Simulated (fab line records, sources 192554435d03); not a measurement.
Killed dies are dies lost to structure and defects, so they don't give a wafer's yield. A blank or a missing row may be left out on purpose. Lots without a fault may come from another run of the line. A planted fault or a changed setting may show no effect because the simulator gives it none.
Split-lot experiment | flow n5_finfet | 7 lots, 21 wafers read, on a route of 1938 steps

THE SPLIT
At N5_BEOL_M12_COAT_04 (resist thk 400 nm), the setting spin_rpm was moved away from the recipe's 1625 rpm on 6 of the 21 wafers read, by -8.7% to +9.7%. The other wafers ran this setting at the recipe's value.

The reading is taken at the split's own step.

THE READING
coat_of_BEOL_M12_COAT_04.thk_nm (the simulator's own value, which no gauge read), in nm, at N5_BEOL_M12_COAT_04 (resist thk 400 nm). The file gives no usual value for it. The 15 wafers here that ran the recipe average 400.2 nm, standard deviation 0.77 nm.

wafer  | tool, chamber at the split | spin_rpm as run, rpm | against the recipe | coat_of_BEOL_M12_COAT_04.thk_nm, nm | against lot-mates on the recipe
L078.2 | litho_track-03, 0          | 1625                 | recipe             | 400.8                               | -
L078.3 | litho_track-03, 0          | 1528                 | -6.0%              | 413.8                               | +13.0
L078.4 | litho_track-03, 0          | 1528                 | -6.0%              | 412.8                               | +12.0
L083.4 | litho_track-02, 0          | 1625                 | recipe             | 400.8                               | -
L083.5 | litho_track-02, 0          | 1625                 | recipe             | 400.8                               | -
L083.6 | litho_track-02, 0          | 1625                 | recipe             | 400.8                               | -
L085.2 | litho_track-02, 0          | 1625                 | recipe             | 400                                 | -
L085.3 | litho_track-02, 0          | 1484                 | -8.7%              | 417.2                               | +17.4
L085.5 | litho_track-02, 0          | 1625                 | recipe             | 399.6                               | -
L089.4 | litho_track-02, 0          | 1625                 | recipe             | 399                                 | -
L089.5 | litho_track-02, 0          | 1542                 | -5.1%              | 409.6                               | +10.5
L089.6 | litho_track-02, 0          | 1625                 | recipe             | 399.2                               | -
L088.1 | litho_track-02, 0          | 1625                 | recipe             | 400                                 | -
L088.2 | litho_track-02, 0          | 1625                 | recipe             | 400                                 | -
L088.3 | litho_track-02, 0          | 1567                 | -3.6%              | 409                                 | +9.0
L092.2 | litho_track-02, 0          | 1625                 | recipe             | 399.6                               | -
L092.3 | litho_track-02, 0          | 1625                 | recipe             | 399.4                               | -
L092.6 | litho_track-02, 0          | 1625                 | recipe             | 399.8                               | -
L095.2 | litho_track-02, 0          | 1783                 | +9.7%              | 382.4                               | -19.1
L095.3 | litho_track-02, 0          | 1625                 | recipe             | 401.6                               | -
L095.5 | litho_track-02, 0          | 1625                 | recipe             | 401.4                               | -

THE FIT
A straight line over all 21 wafers: coat_of_BEOL_M12_COAT_04.thk_nm changes by -1.97 nm for each +1% of spin_rpm; r = -0.99; the points scatter about the line by 0.95 nm.
The same after taking each lot's own level away (the mean of its wafers on the recipe; 21 wafers): -2.03 nm for each +1%; r = -1.00; scatter 0.46 nm.
On that fit, the largest move of spin_rpm shifts the reading by 20 nm.
The lots' own levels span 399.10 to 401.50 nm, that is 3.1 times the standard deviation above.
So the lot-to-lot level changes the slope little: the two slopes agree.
Check: with one of the wafers moved furthest among these (+9.7%) left out of the fit, the line predicts -20.1 nm for it against its lot-mates. It came out at -19.1 nm against them.

OTHER SPLITS ON THESE WAFERS
These wafers also went through other splits before the reading. Each is held against what the fit with the lots' levels taken away leaves over:
other split on the same wafers | wafers away from the commonest value | r with coat_of_BEOL_M12_COAT_04.thk_nm (lot level and that fit taken away)
N5_BEOL_M7_COAT_05 spin_rpm    | 1                                    | +0.26
N5_BEOL_M7_ETCH_41 source_w    | 7                                    | +0.03
N5_BEOL_M9_COAT_64 spin_rpm    | 3                                    | +0.07
N5_BEOL_M9_COAT_22 spin_rpm    | 8                                    | -0.36
N5_BEOL_M10_COAT_64 spin_rpm   | 9                                    | -0.50
N5_BEOL_M10_PEB_26 peb_time_s  | 8                                    | -0.32
N5_BEOL_M11_COAT_22 spin_rpm   | 7                                    | +0.16
N5_BEOL_M11_ETCH_66 time_s     | 6                                    | +0.06

THE FILE'S OWN FIT
coat_of_BEOL_M12_COAT_04.thk_nm changes by -2.03 nm for each +1% of spin_rpm, r = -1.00.
